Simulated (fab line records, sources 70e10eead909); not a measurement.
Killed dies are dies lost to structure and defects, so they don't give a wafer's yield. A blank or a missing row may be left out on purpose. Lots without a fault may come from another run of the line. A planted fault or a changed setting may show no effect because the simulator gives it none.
fab line records | flow nand_harc
record lots=11 wafers=33 last_day=24
route steps=1159 shown P_M2@344 P_BONDPAD@367 END@1159
lots that met no fault: from a run of the same line without faults
start_h: hours from the record's first day to the start of the lot's first wafer shown | wait_h: hours since the lot's step before | " the same as in the row above | L1.1+2: a row that stands for several wafers | - no value, or no start given | * or withheld: withheld | < > ~ a bound
route shown NAME@n: a module of which the file shows steps, and the number in the route of the first | usual: mean/standard deviation of fault-free wafers | same: alike in all rows | chamber/n: place in a boat | sites: the reading at each site | _std_site: their standard deviation | _edge_site: outer sites' mean less inner sites' | radius_mm: how far each site lies from the wafer's centre | mask NAME#n: copy n | behind: the tool/chamber that last shaped the wafer | hold: why the lot was held/for how many hours/how that ended | device: the transistor (n, p or np) that didn't switch | end of line: the same wafers' tests at the end of the route | a step without rows: its recipe alone | killed: dies lost to structure and defects at the first sort, not the wafer's yield | map: a wafer's dies, x killed, . not, _ none there
set.NAME: the setting as run; set.NAME@STEP: as run at that earlier step | model.NAME: the simulator's own value behind a step, which no gauge read
steps of the route over a sample of lots; a table a step, a row a wafer
services: from which hour (start_h, from the record's first day; less than 0 if before it) a tool's chamber was out of use, for how many hours, and why
## steps
# step NHARC_P_M2_CMP_23
# recipe t_overpolish_s=20 target_thk_nm=144.3
# usual motor_current_A=11.9/1.1 time_to_endpoint_s=29.7/2.9
# columns lot.wafer tool chamber start_h wait_h motor_current_A time_to_endpoint_s
L984.2 cmp-04 1 142.21 - 11.1 30.7
L984.4 " 3 " " 13.0 30.3
L984.5 " 2 " " 13.5 28.7
L983.4 cmp-01 3 142.90 - 10.2 28.5
L983.2 " 1 " " 11.6 30.3
L983.6 " 0 " " 11.8 28.1
L985.4 cmp-04 0 144.27 - 10.6 27.1
L985.1 " 1 " " 11.2 29.4
L985.3 " 2 " " 13.1 27.1
L986.3 cmp-02 1 155.76 - 12.8 31.6
L986.2 " 3 " " 11.5 27.3
L986.6 " 1 " " 12.1 31.7
L988.1 cmp-01 2 169.88 - 12.4 29.5
L988.4 " 0 " " 13.4 29.7
L988.6 " 3 " " 10.6 29.8
L989.2 cmp-01 0 179.06 - 12.4 33.7
L989.3 " 1 " " 11.2 35.6
L989.5 " 0 " " 12.3 32.1
L997.1 cmp-04 0 227.00 - 11.1 23.9
L997.3 " 1 " " 11.4 29.2
L997.6 " 0 " " 10.6 26.4
L998.4 cmp-01 1 228.02 - 10.8 35.5
L998.1 " 3 " " 10.2 35.5
L998.3 " 0 " " 13.0 34.8
L999.1 cmp-02 1 238.88 - 12.1 26.8
L999.3 " 2 " " 13.1 26.5
L999.6 " 1 " " 13.2 27.1
L101.3 cmp-04 0 248.68 - 10.8 24.2
L101.1 " 1 " " 10.6 25.0
L101.5 " 2 " " 13.7 25.4
L103.1 cmp-02 1 254.96 - 11.4 32.3
L103.6 " 2 " " 13.3 28.9
L103.5 " 3 " " 11.6 29.8
# step NHARC_P_M2_PRE_CLEAN_32
# recipe time_s=12 temp_c=370 rf_power_w=300 gas=NH3
# usual heater_power_w=647/47 susceptor_temp_C=369.98/0.21
# columns lot.wafer tool chamber start_h wait_h heater_power_w susceptor_temp_C
L984.2 pecvd-02 1 142.77 0.1 631 370.18
L984.5 " 2 " " 714 370.00
L984.4 " 0 " " 682 369.91
L983.2 pecvd-03 1 143.46 0.1 670 370.07
L983.6 " 2 " " 657 370.17
L983.4 " 0 " " 608 370.09
L985.3 pecvd-02 0 144.81 0.1 690 369.87
L985.1 " 2 " " 648 370.22
L985.4 " 1 " " 619 369.51
L986.2 pecvd-03 2 156.33 0.1 650 369.80
L986.3 " 0 " " 646 369.99
L986.6 " 0 " " 635 370.22
L988.1 pecvd-03 1 170.45 0.1 588 369.95
L988.6 " 2 " " 572 369.73
L988.4 " 1 " " 584 369.88
L989.2 pecvd-04 2 179.59 0.1 620 369.87
L989.3 " 0 " " 588 369.78
L989.5 " 1 " " 628 369.59
L997.1 pecvd-04 2 227.51 0.1 573 370.39
L997.3 " 1 " " 610 369.95
L997.6 " 1 " " 603 369.82
L998.3 pecvd-02 2 228.56 0.1 681 369.91
L998.1 " 0 " " 706 370.36
L998.4 " 2 " " 692 369.88
L999.3 pecvd-02 1 239.42 0.1 648 369.80
L999.1 " 2 " " 681 369.99
L999.6 " 2 " " 683 370.00
L101.3 pecvd-03 0 249.25 0.2 629 370.25
L101.1 " 1 " " 696 369.57
L101.5 " 0 " " 623 370.19
L103.1 pecvd-02 2 255.44 0.1 608 369.86
L103.6 " 0 " " 715 370.13
L103.5 " 2 " " 595 370.27
# step NHARC_P_BONDPAD_DESCUM_11
# recipe time_s=3 o2_flow_sccm=200 ar_flow_sccm=0 bias_power_w=0 chemistry=O2
# usual drypump_motor_current_A=5.96/0.29 oes_product_au=1.005/0.01 rf_vpp_V=57.8/0.85 showerhead_plenum_p_Torr=1.95/0.072 throttle_valve_pct=11.311/0.01
# columns lot.wafer tool chamber start_h wait_h drypump_motor_current_A oes_product_au rf_hours_counter_h rf_vpp_V showerhead_plenum_p_Torr throttle_valve_pct
L984.2 rie_diel-08 3 144.57 - 5.62 1.007 1 57.4 1.84 11.322
L984.4 " 1 " " 6.32 0.992 1 58.9 1.99 11.294
L984.5 " 3 " " 5.64 1.004 - 59.7 1.84 11.307
L983.4 rie_diel-08 2 145.40 - 5.95 1.010 1 58.8 2.03 11.321
L983.2 " 0 " " 5.89 1.006 1 57.6 1.90 11.315
L983.6 " 2 " " 5.95 1.004 - 56.6 2.03 11.301
L985.4 rie_diel-08 2 146.76 - 5.97 1.016 1 58.4 2.03 11.309
L985.1 " 0 " " 5.91 1.014 1 57.9 1.90 11.314
L985.3 " 1 " " 6.33 0.993 1 58.3 1.99 11.293
L986.2 rie_diel-08 1 158.45 - 6.31 0.988 2 59.1 1.99 11.320
L986.3 " 2 " " 5.96 1.013 2 58.1 2.02 11.316
L986.6 " 0 " " 5.86 1.011 - 57.4 1.90 11.314
L988.1 rie_diel-08 1 172.36 - 6.33 1.001 2 58.8 1.99 11.306
L988.4 " 3 " " 5.66 1.008 3 55.7 1.84 11.304
L988.6 " 1 " " 6.34 1.000 - 57.9 1.99 11.321
L989.2 rie_diel-08 2 181.51 - 5.95 1.015 4 59.0 2.02 11.313
L989.3 " 1 " " 6.32 0.995 3 58.4 1.99 11.317
L989.5 " 2 " " 5.93 1.011 - 58.1 2.02 11.312
L997.1 rie_diel-08 0 229.31 - 5.86 1.003 9 58.4 1.90 11.304
L997.3 " 3 " " 5.66 0.999 9 58.3 1.84 11.298
L997.6 " 0 " " 5.90 0.999 - 57.7 1.90 11.319
L998.3 rie_diel-08 2 230.50 - 5.98 1.011 9 59.1 2.02 11.313
L998.4 " 3 " " 5.67 1.007 9 55.3 1.84 11.322
L998.1 " 0 " " 5.90 1.011 9 58.4 1.90 11.303
L999.1 rie_diel-08 0 241.22 - 5.89 1.007 10 59.4 1.90 11.304
L999.3 " 2 " " 5.97 0.999 10 58.0 2.02 11.321
L999.6 " 3 " " 5.65 1.002 - 57.9 1.84 11.305
L101.1 rie_diel-07 3 251.18 - 5.41 0.984 6 56.7 2.01 11.308
L101.3 " 1 " " 5.43 1.026 6 57.0 1.90 11.304
L101.5 " 2 " " 6.03 1.003 - 59.2 2.05 11.318
L103.1 rie_diel-07 3 257.39 - 5.50 0.984 9 57.6 2.01 11.297
L103.5 " 0 " " 6.31 1.015 - 56.7 2.01 11.316
L103.6 " 1 " " 5.43 1.026 - 58.0 1.89 11.312
# step NHARC_P_BONDPAD_ETCH_37
# recipe target_depth_a=600 overetch_a=180 time_s=65.91 ion_energy_ev=200 n2_flow_sccm=150 h2_flow_sccm=150 ar_flow_sccm=0 rf_w=400 bias_w=150 chemistry=N2/H2
# usual drypump_motor_current_A=5.98/0.28 h2_flow_sccm=150.0/0.43 n2_flow_sccm=150.0/0.48 oes_product_au=1.005/0.0094 rf_vpp_V=431.6/2.2 showerhead_plenum_p_Torr=2.08/0.078 throttle_valve_pct=14.172/0.0095
# columns lot.wafer tool chamber start_h wait_h drypump_motor_current_A h2_flow_sccm n2_flow_sccm oes_product_au rf_hours_counter_h rf_vpp_V showerhead_plenum_p_Torr throttle_valve_pct
L984.4 rie_diel-08 2 144.66 0.1 5.96 150.0 150.7 1.007 1 433.8 2.16 14.159
L984.2 " 3 " " 5.63 150.3 148.8 1.009 1 428.5 1.96 14.170
L984.5 " 1 " " 6.36 150.7 150.2 0.996 - 433.3 2.12 14.177
L983.4 rie_diel-08 2 145.48 0.1 5.97 149.9 151.2 1.011 1 435.1 2.16 14.163
L983.2 " 1 " " 6.35 149.7 149.1 0.986 1 433.3 2.12 14.169
L983.6 " 3 " " 5.70 151.0 149.7 1.005 - 427.7 1.96 14.178
L985.4 rie_diel-08 0 146.84 0.1 5.96 149.3 149.6 1.023 1 429.5 2.03 14.181
L985.1 " 2 " " 5.94 150.2 150.2 1.020 1 434.1 2.16 14.152
L985.3 " 3 " " 5.65 149.2 149.8 1.007 1 427.9 1.96 14.159
L986.2 rie_diel-08 0 158.52 0.1 5.92 151.0 149.8 1.016 2 431.0 2.03 14.168
L986.3 " 1 " " 6.32 150.2 149.8 0.997 2 432.9 2.12 14.182
L986.6 " 1 " " 6.34 150.2 149.6 0.988 - 431.9 2.12 14.160
L988.4 rie_diel-08 1 172.45 0.1 6.34 150.8 149.8 0.997 2 431.9 2.12 14.171
L988.1 " 3 " " 5.68 149.4 151.3 1.012 3 429.0 1.96 14.180
L988.6 " 1 " " 6.34 149.6 149.7 0.995 - 431.2 2.12 14.166
L989.3 rie_diel-08 0 181.61 0.1 5.88 149.3 150.9 1.018 3 431.5 2.03 14.163
L989.2 " 1 " " 6.35 150.1 149.7 1.003 3 431.9 2.12 14.163
L989.5 " 2 " " 5.97 149.5 149.8 1.007 - 433.4 2.16 14.168
L997.3 rie_diel-08 1 229.39 0.1 6.34 150.5 150.1 0.842 9 431.1 2.12 14.175
L997.1 " 0 " " 5.94 150.0 150.0 0.844 9 429.1 2.03 14.169
L997.6 " 2 " " 5.94 149.4 150.1 0.858 - 433.6 2.16 14.165
L998.1 rie_diel-08 0 230.58 0.1 5.90 150.2 149.9 0.843 9 431.0 2.03 14.189
L998.4 " 1 " " 6.32 150.4 149.9 0.839 9 434.2 2.12 14.165
L998.3 " 2 " " 6.01 149.9 150.3 0.849 9 435.3 2.16 14.175
L999.1 rie_diel-08 2 241.30 0.1 5.96 150.5 149.7 0.843 10 434.0 2.16 14.156
L999.3 " 3 " " 5.62 150.1 150.9 0.839 10 428.2 1.96 14.156
L999.6 " 2 " " 5.96 149.4 150.1 0.846 - 432.6 2.16 14.162
L101.3 rie_diel-07 2 251.26 0.1 6.03 150.2 149.9 1.002 5 432.9 2.19 14.165
L101.1 " 1 " " 5.43 149.8 150.3 1.029 6 430.3 2.02 14.179
L101.5 " 3 " " 5.45 149.7 149.8 0.986 - 432.3 2.14 14.190
L103.1 rie_diel-07 1 257.68 0.3 5.43 149.4 150.4 1.024 9 431.5 2.02 14.177
L103.6 " 1 " " 5.44 149.8 150.4 1.010 - 429.6 2.02 14.175
L103.5 " 2 " " 6.02 149.6 150.4 1.006 - 434.7 2.19 14.164
# step NHARC_END_SORT_01
# recipe temp_c=25
# usual defect_limited_yield=95.6/1.4 killed_at_array=26/9 killed_at_other=0.8/1.2 killed_at_periphery=3.2/2.3 killed_dies=30/9.1 killed_open=3.5/2 killed_short=1.8/1.4 sort_bin_2_pct=1.4/0.59 sort_bin_3_pct=0.25/0.22 sort_bin_4_pct=2.8/0.91 sort_n_pass=647/9.1 sort_rim_yield_pct=95.4/3 sort_yield_pct=95.6/1.4
# same gross_dies=677 sort_bin_5_pct[%]=0 sort_bin_6_pct[%]=0 sort_bin_7_pct[%]=0 sort_bin_8_pct[%]=0 sort_rim_n_gross=106.00
# columns lot.wafer tool chamber start_h wait_h defect_limited_yield[%] killed_at_array killed_at_other killed_at_periphery killed_dies killed_open killed_short sort_bin_2_pct[%] sort_bin_3_pct[%] sort_bin_4_pct[%] sort_n_pass sort_rim_yield_pct[%] sort_yield_pct[%]
L983.2 prober-02 0 455.39 2.8 95.9 25 2 1 28 2 0 1.2 0.30 2.7 649 98.1 95.9
L983.4 prober-02 0 456.98 3.4 95.4 27 2 2 31 3 0 1.6 0.15 2.8 646 97.2 95.4
L983.6 prober-02 0 458.57 4.0 96.2 23 0 3 26 6 2 1.3 0.30 2.2 651 98.1 96.2
L984.2 prober-01 0 455.42 2.8 95.7 25 1 3 29 3 2 1.2 0.15 3.0 648 97.2 95.7
L984.4 prober-01 0 457.03 3.4 96.6 20 0 3 23 6 3 1.2 0.15 2.1 654 98.1 96.6
L984.5 prober-01 0 457.84 3.7 97.2 17 0 2 19 1 1 0.4 0 2.4 658 100.0 97.2
L985.1 prober-02 0 462.34 2.5 95.6 27 1 2 30 7 1 1.0 0 3.4 647 97.2 95.6
L985.3 prober-02 0 463.93 3.1 97.2 19 0 0 19 5 4 0.9 0.30 1.6 658 96.2 97.2
L985.4 prober-02 0 464.72 3.4 96.3 20 0 5 25 11 2 1.3 0.30 2.1 652 97.2 96.3
L986.2 prober-01 0 471.37 2.8 96.8 18 3 1 22 1 1 0.6 0.44 2.2 655 97.2 96.8
L986.3 prober-01 0 472.17 3.1 96.2 18 4 4 26 4 3 1.2 0.30 2.4 651 94.3 96.2
L986.6 prober-01 0 474.57 4.0 96.6 17 5 1 23 2 1 0.9 0.44 2.1 654 98.1 96.6
L988.1 prober-01 0 481.35 2.5 94.7 27 2 7 36 5 4 2.1 0.30 3.0 641 98.1 94.7
L988.4 prober-01 0 483.75 3.4 93.5 34 5 5 44 2 3 2.8 0.15 3.5 633 97.2 93.5
L988.6 prober-01 0 485.35 4.0 96.5 19 2 3 24 3 0 1.2 0.30 2.1 653 99.1 96.5
L989.2 prober-02 0 482.20 2.8 95.9 23 0 5 28 4 0 1.0 0 3.1 649 94.3 95.9
L989.3 prober-02 0 483.00 3.1 96.3 23 0 2 25 3 2 1.8 0.44 1.5 652 93.4 96.3
L989.5 prober-02 0 484.60 3.7 95.6 25 0 5 30 3 2 1.3 0.30 2.8 647 93.4 95.6
L997.1 prober-01 0 530.86 2.5 95.9 26 0 2 28 3 1 1.2 0.15 2.8 649 94.3 95.9
L997.3 prober-01 0 532.48 3.1 95.7 23 3 3 29 2 4 1.8 0.44 2.1 648 96.2 95.7
L997.6 prober-01 0 534.90 4.0 96.2 21 2 3 26 3 2 1.0 0.15 2.7 651 93.4 96.2
L998.1 prober-01 0 542.76 2.5 95.4 28 0 3 31 4 1 1.9 0 2.7 646 96.2 95.4
L998.3 prober-01 0 544.36 3.1 94.7 35 0 1 36 2 1 1.2 0.15 4.0 641 98.1 94.7
L998.4 prober-01 0 545.16 3.4 93.9 35 1 5 41 5 0 2.1 0.44 3.5 636 99.1 93.9
L999.1 prober-02 0 550.53 2.5 93.1 31 0 16 47 5 1 1.9 0 5.0 630 94.3 93.1
L999.3 prober-02 0 552.14 3.1 94.8 29 0 6 35 4 2 1.8 0 3.4 642 98.1 94.8
L999.6 prober-02 0 554.55 4.0 95.1 28 0 5 33 6 0 1.5 0.30 3.1 644 93.4 95.1
L101.1 prober-01 0 564.24 2.5 97.0 17 0 3 20 1 0 1.0 0.15 1.8 657 95.3 97.0
L101.3 prober-01 0 565.86 3.1 97.0 18 0 2 20 2 2 1.2 0 1.8 657 97.2 97.0
L101.5 prober-01 0 567.48 3.7 96.8 18 0 4 22 4 4 0.9 0 2.4 655 95.3 96.8
L103.1 prober-02 0 564.29 2.5 96.2 21 0 5 26 3 1 1.2 0.44 2.2 651 95.3 96.2
L103.5 prober-02 0 567.44 3.7 96.0 22 0 5 27 2 6 1.6 0 2.4 650 94.3 96.0
L103.6 prober-02 0 568.23 3.9 95.6 25 0 5 30 7 3 1.3 0.15 3.0 647 93.4 95.6
# killed by level:class
L983.2 A_CHANNEL_HOLE_D1:chamber_film_flake=16 A_CONTACT:chamber_film_flake=4 A_CHANNEL_FILL_D1:chamber_film_flake=2 THIN_TSV:chamber_film_flake=2 A_ONON_D1:geometric_particle:open=1 A_M1:geometric_particle:open=1 P_BONDPAD:chamber_film_flake=1 A_ZERO_WELL:chamber_film_flake=1
L984.2 A_CHANNEL_HOLE_D1:chamber_film_flake=13 A_WL_FILL:chamber_film_flake=4 A_STAIRCASE:chamber_film_flake=3 P_M1:geometric_particle:open=1 A_CHANNEL_FILL_D1:geometric_particle:short=1 A_WL_FILL:geometric_particle:short=1 A_CONTACT:geometric_particle:open=1 A_BLC:geometric_particle:open=1
L983.4 A_CHANNEL_HOLE_D1:chamber_film_flake=12 A_CONTACT:chamber_film_flake=9 A_CHANNEL_FILL_D1:chamber_film_flake=2 THIN_TSV:chamber_film_flake=2 P_CONTACT:geometric_particle:open=1 P_M0:geometric_particle:open=1 A_CONTACT:geometric_particle:open=1 A_ZERO_WELL:chamber_film_flake=1
L984.4 A_CHANNEL_HOLE_D1:chamber_film_flake=7 A_CONTACT:geometric_particle:open=4 A_WL_FILL:chamber_film_flake=3 A_STAIRCASE:chamber_film_flake=2 P_CONTACT:geometric_particle:open=1 P_CONTACT:geometric_particle:short=1 P_M0:geometric_particle:short=1 A_WL_FILL:geometric_particle:short=1
L984.5 A_CHANNEL_HOLE_D1:chamber_film_flake=10 A_WL_FILL:geometric_particle:short=1 A_M1:geometric_particle:open=1 P_STI:chamber_film_flake=1 P_GATE:chamber_film_flake=1 A_STAIRCASE:chamber_film_flake=1 A_SGD_CUT:chamber_film_flake=1 A_SLIT:chamber_film_flake=1
L983.6 A_CHANNEL_HOLE_D1:chamber_film_flake=10 A_CONTACT:chamber_film_flake=4 P_M1:geometric_particle:open=2 A_WL_FILL:geometric_particle:short=2 A_ONON_D1:geometric_particle:open=1 A_CHANNEL_FILL_D1:geometric_particle:open=1 A_CONTACT:geometric_particle:open=1 A_BLC:geometric_particle:open=1
L985.1 A_STAIRCASE:chamber_film_flake=12 A_M0:geometric_particle:open=4 A_SLIT:chamber_film_flake=4 A_CHANNEL_HOLE_D1:chamber_film_flake=2 A_CONTACT:chamber_film_flake=2 P_CONTACT:geometric_particle:open=1 P_M0:geometric_particle:open=1 A_ONON_D1:geometric_particle:open=1
L985.3 A_SLIT:chamber_film_flake=6 A_CHANNEL_HOLE_D1:geometric_particle:short=2 A_CHANNEL_FILL_D1:geometric_particle:short=2 A_CHANNEL_FILL_D1:geometric_particle:open=2 A_CHANNEL_HOLE_D1:chamber_film_flake=2 A_ONON_D1:geometric_particle:open=1 A_CONTACT:geometric_particle:open=1 A_M1:geometric_particle:open=1
L985.4 A_STAIRCASE:chamber_film_flake=5 A_SLIT:chamber_film_flake=4 P_CONTACT:geometric_particle:open=3 A_CHANNEL_HOLE_D1:geometric_particle:open=2 A_CONTACT:geometric_particle:open=2 A_CHANNEL_HOLE_D1:chamber_film_flake=2 P_CONTACT:geometric_particle:short=1 P_M0:geometric_particle:open=1
L986.2 A_CHANNEL_HOLE_D1:chamber_film_flake=13 THIN_TSV:chamber_film_flake=3 A_CONTACT:chamber_film_flake=2 P_CONTACT:geometric_particle:short=1 A_STAIRCASE:geometric_particle:open=1 A_STAIRCASE:chamber_film_flake=1 A_WL_FILL:chamber_film_flake=1
L986.3 A_CHANNEL_HOLE_D1:chamber_film_flake=8 THIN_TSV:chamber_film_flake=4 A_CHANNEL_FILL_D1:chamber_film_flake=3 A_CONTACT:chamber_film_flake=3 P_STI:geometric_particle:short=1 P_GATE:geometric_particle:short=1 P_CONTACT:geometric_particle:open=1 P_M0:geometric_particle:open=1
L986.6 A_CHANNEL_HOLE_D1:chamber_film_flake=11 THIN_TSV:chamber_film_flake=4 A_CONTACT:chamber_film_flake=3 P_M1:geometric_particle:open=1 A_CHANNEL_FILL_D1:geometric_particle:short=1 STARTING-WAFER:geometric_particle:open=1 A_CHANNEL_FILL_D1:chamber_film_flake=1 A_WL_FILL:chamber_film_flake=1
L988.1 A_CHANNEL_HOLE_D1:chamber_film_flake=16 A_STAIRCASE:chamber_film_flake=4 A_CONTACT:chamber_film_flake=3 P_M0:geometric_particle:open=2 THIN_TSV:chamber_film_flake=2 P_GATE:geometric_particle:short=1 P_GATE:geometric_particle:open=1 P_CONTACT:geometric_particle:short=1
L989.2 A_SLIT:chamber_film_flake=10 A_CONTACT:chamber_film_flake=6 P_M2:chamber_film_flake=3 A_STAIRCASE:chamber_film_flake=3 P_M0:geometric_particle:open=1 A_CHANNEL_FILL_D1:geometric_particle:open=1 A_CONTACT:geometric_particle:open=1 A_M0:geometric_particle:open=1
L989.3 A_SLIT:chamber_film_flake=12 A_STAIRCASE:chamber_film_flake=4 P_M2:chamber_film_flake=2 A_CONTACT:chamber_film_flake=2 A_CHANNEL_FILL_D1:geometric_particle:short=1 A_SGD_CUT:geometric_particle:open=1 A_BLC:geometric_particle:open=1 A_M0:geometric_particle:short=1
L988.4 A_CHANNEL_HOLE_D1:chamber_film_flake=23 THIN_TSV:chamber_film_flake=5 A_WL_FILL:geometric_particle:short=3 A_STAIRCASE:chamber_film_flake=3 A_CONTACT:chamber_film_flake=3 P_ZERO_WELL:chamber_film_flake=2 A_CHANNEL_FILL_D1:chamber_film_flake=2 P_M0:geometric_particle:open=1
L989.5 A_SLIT:chamber_film_flake=10 A_CONTACT:chamber_film_flake=5 A_STAIRCASE:chamber_film_flake=4 P_M2:chamber_film_flake=3 A_WL_FILL:geometric_particle:short=2 P_ZERO_WELL:chamber_film_flake=2 A_SOURCE_PLATE:geometric_particle:open=1 A_SGD_CUT:geometric_particle:open=1
L988.6 A_CHANNEL_HOLE_D1:chamber_film_flake=11 A_STAIRCASE:chamber_film_flake=3 A_CONTACT:chamber_film_flake=3 THIN_TSV:chamber_film_flake=2 P_GATE:geometric_particle:open=1 P_CONTACT:geometric_particle:open=1 A_M0:geometric_particle:open=1 P_ZERO_WELL:chamber_film_flake=1
L997.1 A_SLIT:chamber_film_flake=11 A_CHANNEL_HOLE_D1:chamber_film_flake=7 A_M0:geometric_particle:open=2 A_STAIRCASE:chamber_film_flake=2 P_M0:geometric_particle:short=1 A_CONTACT:geometric_particle:open=1 P_ZERO_WELL:chamber_film_flake=1 A_ZERO_WELL:chamber_film_flake=1
L997.3 A_SLIT:chamber_film_flake=7 A_CHANNEL_HOLE_D1:chamber_film_flake=5 A_STAIRCASE:chamber_film_flake=4 THIN_TSV:chamber_film_flake=3 P_CONTACT:geometric_particle:open=2 A_CHANNEL_FILL_D1:geometric_particle:short=2 A_CONTACT:chamber_film_flake=2 A_SGD_CUT:geometric_particle:short=1
L997.6 A_SLIT:chamber_film_flake=11 A_CONTACT:chamber_film_flake=3 P_CONTACT:geometric_particle:open=2 A_CHANNEL_HOLE_D1:chamber_film_flake=2 A_STAIRCASE:chamber_film_flake=2 THIN_TSV:chamber_film_flake=2 P_CONTACT:geometric_particle:short=1 A_ONON_D1:geometric_particle:open=1
L998.1 A_CHANNEL_HOLE_D1:chamber_film_flake=15 A_STAIRCASE:chamber_film_flake=4 A_CONTACT:chamber_film_flake=3 P_STI:chamber_film_flake=2 A_M0:chamber_film_flake=2 P_CONTACT:geometric_particle:open=1 A_ONON_D1:geometric_particle:open=1 A_CHANNEL_FILL_D1:geometric_particle:short=1
L998.3 A_CHANNEL_HOLE_D1:chamber_film_flake=16 A_CONTACT:chamber_film_flake=10 A_STAIRCASE:chamber_film_flake=3 A_M0:chamber_film_flake=3 A_CONTACT:geometric_particle:open=2 A_ONON_D1:geometric_particle:short=1 P_ZERO_WELL:chamber_film_flake=1
L998.4 A_CHANNEL_HOLE_D1:chamber_film_flake=23 A_CONTACT:chamber_film_flake=4 P_CONTACT:geometric_particle:open=2 P_STI:chamber_film_flake=2 A_STAIRCASE:chamber_film_flake=2 A_M0:chamber_film_flake=2 A_WL_FILL:geometric_particle:open=1 A_CONTACT:geometric_particle:open=1
L999.1 A_CHANNEL_HOLE_D1:chamber_film_flake=22 P_ZERO_WELL:chamber_film_flake=9 A_CONTACT:chamber_film_flake=4 P_CONTACT:geometric_particle:open=3 P_CONTACT:chamber_film_flake=2 A_STAIRCASE:chamber_film_flake=2 P_M0:geometric_particle:short=1 A_ONON_D1:geometric_particle:open=1
L999.3 A_CHANNEL_HOLE_D1:chamber_film_flake=22 A_M1:geometric_particle:open=2 P_ZERO_WELL:chamber_film_flake=2 P_M1:chamber_film_flake=2 P_M2:geometric_particle:open=1 A_CHANNEL_FILL_D1:geometric_particle:open=1 A_CHANNEL_FILL_D1:geometric_particle:short=1 A_M1:geometric_particle:short=1
L999.6 A_CHANNEL_HOLE_D1:chamber_film_flake=14 A_CONTACT:geometric_particle:open=3 A_CONTACT:chamber_film_flake=3 P_ZERO_WELL:chamber_film_flake=2 P_STI:chamber_film_flake=2 A_STAIRCASE:chamber_film_flake=2 A_M0:chamber_film_flake=2 P_CONTACT:geometric_particle:open=1
L101.1 A_CHANNEL_HOLE_D1:chamber_film_flake=8 P_GATE:chamber_film_flake=3 A_STAIRCASE:chamber_film_flake=3 A_CONTACT:chamber_film_flake=2 A_SGD_CUT:geometric_particle:open=1 A_SLIT:chamber_film_flake=1 A_BLC:chamber_film_flake=1 A_BONDPAD:chamber_film_flake=1
L103.1 A_CHANNEL_HOLE_D1:chamber_film_flake=7 A_CONTACT:chamber_film_flake=6 A_STAIRCASE:chamber_film_flake=4 P_STI:chamber_film_flake=2 A_WL_FILL:chamber_film_flake=2 P_CONTACT:geometric_particle:open=1 P_M0:geometric_particle:open=1 A_ONON_D1:geometric_particle:open=1
L101.3 A_CONTACT:chamber_film_flake=5 A_CHANNEL_HOLE_D1:chamber_film_flake=4 A_SLIT:chamber_film_flake=3 A_STAIRCASE:chamber_film_flake=2 P_M1:geometric_particle:open=1 A_CONTACT:geometric_particle:short=1 A_CONTACT:geometric_particle:open=1 A_M1:geometric_particle:short=1
L103.5 A_CHANNEL_HOLE_D1:chamber_film_flake=5 A_STAIRCASE:chamber_film_flake=4 A_CONTACT:chamber_film_flake=4 A_WL_FILL:geometric_particle:short=3 P_STI:chamber_film_flake=3 P_GATE:geometric_particle:open=1 A_CHANNEL_HOLE_D1:geometric_particle:short=1 A_CHANNEL_FILL_D1:geometric_particle:short=1
L101.5 A_CHANNEL_HOLE_D1:chamber_film_flake=5 A_CONTACT:chamber_film_flake=4 P_GATE:chamber_film_flake=2 P_CONTACT:geometric_particle:open=1 A_ONON_D1:geometric_particle:open=1 A_ONON_D1:geometric_particle:short=1 A_CHANNEL_FILL_D1:geometric_particle:short=1 A_WL_FILL:geometric_particle:open=1
L103.6 A_CHANNEL_HOLE_D1:chamber_film_flake=7 A_CONTACT:chamber_film_flake=7 A_STAIRCASE:chamber_film_flake=4 P_M0:geometric_particle:open=2 A_M1:geometric_particle:open=2 P_STI:chamber_film_flake=2 P_CONTACT:geometric_particle:open=1 A_ONON_D1:geometric_particle:short=1
## services
# columns tool chamber start_h hours kind
cmp-01 - 119.63 1.4 repair
rie_diel-08 - 124.80 9.0 pm
rie_diel-08 0 124.80 9.0 vent_cycle
rie_diel-08 1 124.80 12.7 vent_cycle
rie_diel-08 2 124.80 9.0 vent_cycle
rie_diel-08 3 124.80 9.0 vent_cycle
cmp-02 - 128.61 4.0 pm
rie_diel-08 0 133.80 - clean
pecvd-02 - 153.27 13.0 pm
cmp-01 - 157.01 2.3 repair
pecvd-03 - 161.67 3.3 repair
rie_diel-07 2 162.71 6.0 repair
cmp-01 - 179.50 4.0 pm
pecvd-04 - 179.92 1.1 repair
cmp-01 - 183.73 2.0 repair
cmp-02 - 185.88 1.1 repair
pecvd-02 - 190.50 2.5 repair
pecvd-04 - 195.32 13.0 pm
cmp-04 - 204.22 4.0 pm
rie_diel-07 1 209.74 2.7 repair
cmp-02 - 226.61 4.0 pm
rie_diel-07 - 228.23 9.0 pm
pecvd-02 - 233.78 0.5 repair
pecvd-02 1 247.97 14.3 repair
## key
first_sign step=NHARC_P_BONDPAD_ETCH_37 reading=oes_product_au direction=down sigmas=17 usual=1.005 struck=0.845
effect none on later readings
met_at NHARC_P_BONDPAD_ETCH_37
struck_lots L997,L998,L999
not_acting_at NHARC_P_M2_CMP_23,NHARC_P_M2_PRE_CLEAN_32,NHARC_P_BONDPAD_DESCUM_11
onset_between 181.61 229.39
fault kind=process_parameter_drift tool=rie_diel-08 chamber=- onset_h=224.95 steps=NHARC_P_BONDPAD_ETCH_37 channel=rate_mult offset=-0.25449 shape=step end_h=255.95
